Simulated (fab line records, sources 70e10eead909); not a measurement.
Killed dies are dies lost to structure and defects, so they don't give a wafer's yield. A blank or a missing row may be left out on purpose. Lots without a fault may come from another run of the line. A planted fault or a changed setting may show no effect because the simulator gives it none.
fab line records | flow nand_harc | part 2 of 2: steps 26 to 31 of 31
record lots=5 wafers=15 last_day=32
route steps=1302 shown A_WL_FILL@972 A_CONTACT@983
lots that met no fault: from a run of the same line without faults
start_h: hours from the record's first day to the start of the lot's first wafer shown | wait_h: hours since the lot's step before | " the same as in the row above | L1.1+2: a row that stands for several wafers | - no value, or no start given | * or withheld: withheld | < > ~ a bound
route shown NAME@n: a module of which the file shows steps, and the number in the route of the first | usual: mean/standard deviation of fault-free wafers | same: alike in all rows | chamber/n: place in a boat | sites: the reading at each site | _std_site: their standard deviation | _edge_site: outer sites' mean less inner sites' | radius_mm: how far each site lies from the wafer's centre | mask NAME#n: copy n | behind: the tool/chamber that last shaped the wafer | hold: why the lot was held/for how many hours/how that ended | device: the transistor (n, p or np) that didn't switch | end of line: the same wafers' tests at the end of the route | a step without rows: its recipe alone | killed: dies lost to structure and defects at the first sort, not the wafer's yield | map: a wafer's dies, x killed, . not, _ none there
set.NAME: the setting as run; set.NAME@STEP: as run at that earlier step | model.NAME: the simulator's own value behind a step, which no gauge read
lots at some steps of the route; a table a step, a row a wafer
services: from which hour (start_h, from the record's first day; less than 0 if before it) a tool's chamber was out of use, for how many hours, and why
## steps
# step NHARC_A_CONTACT_ETCH_48
# recipe target_depth_a=390 over_etch_frac=0.3 time_s=65 ion_energy_ev=80 cf4_flow_sccm=150 ar_flow_sccm=0 rf_w=300 bias_w=100 chemistry=CF4
# usual drypump_motor_current_A=6.2/0.46 oes_product_au=0.998/0.0092 rf_vpp_V=150.9/1.1 showerhead_plenum_p_Torr=1.74/0.063 throttle_valve_pct=13.284/0.0087
# same over_etch_frac=0.3
# columns lot.wafer tool chamber start_h wait_h drypump_motor_current_A oes_product_au rf_hours_counter_h rf_vpp_V showerhead_plenum_p_Torr throttle_valve_pct
L077.4 rie_diel-12 3 523.87 0.1 5.8 1.014 12 150.8 1.69 13.282
L077.2 " 0 " " 6.6 1.003 10 151.8 1.75 13.281
L077.6 " 2 " " 5.5 1.009 - 150.6 1.78 13.286
L079.1 rie_diel-12 0 551.19 0.1 6.6 0.989 16 149.4 1.75 13.295
L079.5 " 0 " " 6.6 1.006 - 149.9 1.75 13.282
L079.6 " 1 " " 6.7 0.994 - 149.9 1.69 13.285
L084.1 rie_diel-08 2 597.54 0.1 6.3 1.005 13 151.7 1.89 13.274
L084.3 " 1 " " 5.9 1.011 12 153.2 1.87 13.301
L084.6 " 2 " " 6.3 1.006 - 153.9 1.89 13.282
L086.3 rie_diel-12 1 603.67 0.1 6.8 0.997 27 149.8 1.68 13.293
L086.1 " 2 " " 5.5 1.007 30 150.0 1.78 13.280
L086.6 " 1 " " 6.7 0.999 - 150.6 1.68 13.297
L094.2 rie_diel-09 2 689.80 0.1 6.3 0.994 1 150.0 1.67 13.281
L094.3 " 0 " " 6.4 0.990 2 150.0 1.66 13.294
L094.5 " 1 " " 5.5 0.990 - 152.5 1.84 13.274
# step NHARC_A_CONTACT_ETCH_49
# recipe target_depth_a=2600 over_etch_frac=0.3 time_s=475.3 ion_energy_ev=200 n2_flow_sccm=150 h2_flow_sccm=150 ar_flow_sccm=0 rf_w=400 bias_w=150 chemistry=N2/H2
# usual drypump_motor_current_A=6.2/0.47 h2_flow_sccm=150.0/0.41 oes_product_au=1.000/0.0093 rf_vpp_V=429.5/2.3 showerhead_plenum_p_Torr=2.00/0.078 throttle_valve_pct=14.170/0.0088
# same over_etch_frac=0.3
# columns lot.wafer tool chamber start_h wait_h drypump_motor_current_A h2_flow_sccm oes_product_au rf_hours_counter_h rf_vpp_V showerhead_plenum_p_Torr throttle_valve_pct
L077.2 rie_diel-12 3 - - 5.8 150.1 1.015 12 428.3 1.94 14.157
L077.4 " 1 " " 6.7 149.7 1.001 11 427.4 1.94 14.157
L077.6 " 3 " " 5.8 149.9 1.021 - 427.8 1.94 14.161
L079.1 rie_diel-12 0 - - 6.7 150.4 0.993 16 430.8 2.01 14.166
L079.5 " 0 " " 6.7 150.1 1.000 - 430.0 2.01 14.168
L079.6 " 1 " " 6.7 150.6 0.987 - 428.8 1.94 14.171
L084.3 rie_diel-08 3 - - 6.3 149.5 1.007 13 428.1 1.94 14.160
L084.1 " 1 " " 5.9 150.1 1.009 12 434.1 2.17 14.180
L084.6 " 3 " " 6.3 149.7 1.001 - 427.3 1.94 14.179
L086.1 rie_diel-12 2 - - 5.5 149.2 1.001 30 429.8 2.05 14.166
L086.3 " 0 " " 6.6 150.0 0.987 26 430.7 2.01 14.161
L086.6 " 0 " " 6.6 150.3 0.988 - 429.1 2.01 14.163
L094.3 rie_diel-09 0 - - 6.4 150.1 0.977 2 427.3 1.90 14.167
L094.2 " 2 " " 6.3 150.2 1.003 2 426.9 1.91 14.167
L094.5 " 1 " " 5.6 149.6 1.000 - 435.2 2.14 14.173
# step NHARC_A_CONTACT_ETCH_50
# recipe target_depth_a=1210 time_s=60.5 cf4_flow_sccm=100 chf3_flow_sccm=30 ar_flow_sccm=0 rf_w=500 bias_w=200 chemistry=CF4/CHF3
# usual drypump_motor_current_A=6.2/0.46 oes_product_au=0.959/0.02 rf_vpp_V=369.8/2.1 showerhead_plenum_p_Torr=1.55/0.056 throttle_valve_pct=16.803/0.0087
# columns lot.wafer tool chamber start_h wait_h drypump_motor_current_A oes_product_au rf_hours_counter_h rf_vpp_V showerhead_plenum_p_Torr throttle_valve_pct
L077.2 rie_diel-12 3 - - 5.8 0.980 12 368.2 1.50 16.793
L077.4 " 0 " " 6.6 0.975 11 369.3 1.55 16.790
L077.6 " 0 " " 6.6 0.977 - 370.4 1.55 16.806
L079.1 rie_diel-12 0 - - 6.7 0.969 16 370.6 1.55 16.819
L079.5 " 3 " " 5.8 0.985 - 369.2 1.50 16.822
L079.6 " 0 " " 6.6 0.962 - 372.0 1.55 16.802
L084.1 rie_diel-08 2 - - 6.3 0.985 13 373.8 1.68 16.809
L084.3 " 0 " " 6.4 0.955 12 369.8 1.57 16.809
L084.6 " 2 " " 6.3 0.978 - 371.7 1.68 16.813
L086.3 rie_diel-12 1 - - 6.7 0.922 28 368.9 1.50 16.811
L086.1 " 0 " " 6.6 0.927 27 369.3 1.55 16.788
L086.6 " 0 " " 6.7 0.921 - 371.0 1.55 16.800
L094.2 rie_diel-09 3 - - 6.0 0.965 2 372.0 1.61 16.818
L094.3 " 0 " " 6.4 0.960 2 367.5 1.47 16.793
L094.5 " 3 " " 6.0 0.966 - 371.2 1.61 16.803
# step NHARC_A_CONTACT_ETCH_51
# recipe target_depth_a=70000 over_etch_frac=0.3 time_s=1820 ion_energy_ev=150 o2_flow_sccm=400 cos_flow_sccm=20 ar_flow_sccm=0 rf_w=500 bias_w=300 chemistry=O2/COS
# usual drypump_motor_current_A=6.2/0.48 oes_product_au=1.001/0.011 rf_vpp_V=313.5/1.8 showerhead_plenum_p_Torr=3.08/0.11 throttle_valve_pct=28.330/0.0095
# same over_etch_frac=0.3
# columns lot.wafer tool chamber start_h wait_h drypump_motor_current_A oes_product_au rf_hours_counter_h rf_vpp_V showerhead_plenum_p_Torr throttle_valve_pct
L077.2 rie_diel-12 3 - - 5.8 1.017 13 311.8 2.98 28.341
L077.4 " 1 " " 6.8 0.998 11 313.4 2.98 28.329
L077.6 " 0 " " 6.6 0.999 - 314.4 3.08 28.345
L079.1 rie_diel-12 0 - - 6.7 1.013 17 312.3 3.08 28.323
L079.5 " 2 " " 5.5 1.014 - 313.6 3.14 28.343
L079.6 " 3 " " 5.8 1.016 - 313.3 2.98 28.325
L084.3 rie_diel-08 0 - - 6.4 0.995 13 313.1 3.12 28.324
L084.1 " 3 " " 6.3 1.002 14 311.3 2.98 28.352
L084.6 " 0 " " 6.4 0.999 - 313.3 3.12 28.308
L086.3 rie_diel-12 1 - - 6.7 0.987 28 311.7 2.97 28.344
L086.1 " 2 " " 5.5 1.013 30 316.1 3.13 28.329
L086.6 " 0 " " 6.7 0.988 - 313.9 3.08 28.334
L094.3 rie_diel-09 0 - - 6.4 0.988 3 312.3 2.92 28.339
L094.2 " 2 " " 6.3 1.005 2 310.5 2.94 28.343
L094.5 " 1 " " 5.6 0.994 - 315.7 3.26 28.332
# step NHARC_A_CONTACT_ETCH_111
# recipe source_w=withheld pressure_mtorr=20 bias_v=withheld time_s=140 target_depth_a=7000 ar_flow_sccm=withheld c4f8_flow_sccm=withheld o2_flow_sccm=withheld chemistry=C4F8/O2/Ar
# columns lot.wafer tool chamber start_h wait_h rf_hours_counter_h
L077.2 har_cap_etch-03 0 525.63 - 46
L077.4 " 1 " " -
L077.6 " 1 " " -
L079.1 har_cap_etch-03 1 553.64 - 51
L079.5 " 1 " " -
L079.6 " 0 " " -
L084.1 har_cap_etch-03 1 599.30 - 60
L084.3 " 0 " " -
L084.6 " 1 " " -
L086.1 har_cap_etch-02 0 605.79 - 103
L086.3 " 1 " " -
L086.6 " 1 " " -
L094.2 har_cap_etch-03 0 691.57 - 75
L094.3 " 1 " " -
L094.5 " 0 " " -
# step NHARC_A_CONTACT_ETCH_112
# recipe source_w=withheld pressure_mtorr=20 bias_v=3000 time_s=190 target_depth_a=18500 ar_flow_sccm=withheld c4f8_flow_sccm=withheld o2_flow_sccm=withheld chemistry=C4F8/O2/Ar
# columns lot.wafer tool chamber start_h wait_h rf_hours_counter_h
L077.2 har_cap_etch-03 0 525.82 0.2 46
L077.4 " 1 " " -
L077.6 " 1 " " -
L079.1 har_cap_etch-03 1 553.84 0.2 52
L079.5 " 1 " " -
L079.6 " 0 " " -
L084.1 har_cap_etch-03 1 599.50 0.2 60
L084.3 " 0 " " -
L084.6 " 1 " " -
L086.1 har_cap_etch-02 0 605.98 0.2 103
L086.3 " 1 " " -
L086.6 " 1 " " -
L094.2 har_cap_etch-03 0 691.77 0.2 75
L094.3 " 1 " " -
L094.5 " 0 " " -
## services
# columns tool chamber start_h hours kind
rie_diel-09 - 498.03 9.0 pm
litho_track-01 - 505.00 7.0 pm
rie_diel-12 0 508.71 7.2 repair
ald_metal-03 - 509.50 1.4 repair
cvd_w-02 - 510.69 0.7 repair
rie_diel-09 1 527.53 4.6 repair
wet_bench-09 - 528.84 8.0 pm
litho_track-06 - 529.00 7.0 pm
rie_diel-08 - 547.21 9.0 pm
litho_track-04 - 553.00 7.0 pm
wet_bench-03 - 562.40 8.0 pm
rie_diel-12 3 598.73 8.6 repair
rie_diel-08 3 608.46 5.6 repair
wet_bench-05 - 612.80 8.0 pm
rie_diel-09 2 613.41 2.0 repair
rie_diel-08 0 613.68 2.7 repair
rie_diel-12 - 622.58 9.0 pm
rie_diel-12 2 654.34 7.6 repair
har_cap_etch-03 - 657.23 0.2 repair
rie_diel-08 - 671.24 1.1 repair
rie_diel-09 - 675.22 9.0 pm
litho_track-01 - 680.00 7.0 pm
rie_diel-08 - 685.94 0.4 repair
rie_diel-12 3 686.72 7.7 repair
